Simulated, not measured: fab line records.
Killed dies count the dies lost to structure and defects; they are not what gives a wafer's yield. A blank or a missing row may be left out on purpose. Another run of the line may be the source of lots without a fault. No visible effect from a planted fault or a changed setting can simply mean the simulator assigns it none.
8D (eight disciplines) problem report, filled in by code    flow nandHarc    the parts of the form that need people (team, actions taken, sign-off) are left out

1. WHAT WENT WRONG
At NHARC_A_ONON_D2_THK_MEAS_24, thkNm averages 1336 nm over 3 wafers from 2 lots, while fault-free wafers read 1003 nm, standard deviation 11. Measured from the usual mean, that is +30 standard deviations.
The step: measures by ellipsometry.
Seen first at day 16 01:38 on filmMetro-01, wafer L243.2. The record holds 36 wafers of 12 lots with a number at this step. By rule, "out" or "out of limits" means more than 4 standard deviations away from the usual mean. Any other wafer with a number is counted as sound.

2. WHAT IT IS, AND WHAT IT ISN'T
question                     is                      is not
which readings at this step  thkNm                   -
which lots                   L243, L244              L236, L237, L238, L240, L241, L248, L252, L254, L256, L257
which wafers of those lots   L243.2, L244.2, L244.6  L243.1, L243.4, L244.1
read on which gauges         filmMetro-01            filmMetro-02
when                         from day 16 01:38       up to then (17 sound wafers); but 16 sound wafers of L244, L248, L252, L254, L256, L257 came after

3. WHAT RULES OUT EACH SUSPECT
Counting: any tool at a process step up to the reading remains a suspect provided it ran every lot that is out. Sound lots after the first of them don't rule it out here, since some wafers of a struck lot are sound.
- the gauge at NHARC_A_ONON_D2_THK_MEAS_24: ruled out. All the wafers that are out were read on filmMetro-01, but those of them that NHARC_END_SORT_01 has rows for are out there too, on other tools.
- rieSi-03 at NHARC_A_CHANNEL_FILL_D1_ETCHBACK_19 (etches the open film in HBr/Cl2, target depth 5 nm, time 1.7 s): kept. Ran every lot that is out, first one L243 (day 13 01:22); last sound lot up to then L241 (day 12 15:58).
- pecvdOnon-04 at NHARC_A_ONON_D2_DEP_22 (target thk 1000 nm): kept. Ran every lot that is out, first one L243 (day 16 01:08); last sound lot up to then L240 (day 15 00:20).
- In rieSi-03 at NHARC_A_CHANNEL_FILL_D1_ETCHBACK_19, the wafers that are out were processed in chamber 3 and their sound lot-mates in chambers 0, 2.
Left after counting: rieSi-03 at NHARC_A_CHANNEL_FILL_D1_ETCHBACK_19, pecvdOnon-04 at NHARC_A_ONON_D2_DEP_22.

4. THE CAUSE (what the simulator had put in)
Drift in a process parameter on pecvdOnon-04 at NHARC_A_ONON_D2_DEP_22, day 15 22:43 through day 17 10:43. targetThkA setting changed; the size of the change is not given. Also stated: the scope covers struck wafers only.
Counting leaves 2 suspects; this tool is one of them.

5. SEQUENCE OF EFFECTS, ordered by route
Each row: a reading whose mean over the struck wafers that have a number lies more than 3 standard deviations from the usual. Readings are gone through only where the record gives a usual standard deviation; hours: the median, over the lots, of the time from a lot's start at the first step in this table giving one to that lot's start at this step; sigmas: the change measured in usual standard deviations.
hours  step                         reading        usual    on struck wafers  change  sigmas
0      NHARC_A_ONON_D2_THK_MEAS_24  thkNm          1003 nm  1336              +333    +30
289    NHARC_END_SORT_01            killedAtArray  55       671               +616    +28
289    NHARC_END_SORT_01            killedDies     59       677               +618    +28

6. HOW IT WOULD HAVE BEEN CAUGHT EARLIER
Counted from the fault's start at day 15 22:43, it took 3 hours until the first out-of-limits reading at a measuring or inspecting step in this record, taken at day 16 01:38.
L244, from the lots that are out (2), started NHARC_A_ONON_D2_DEP_22 on pecvdOnon-04 later than day 16 01:38. A hold on the tool at that time would have spared it.
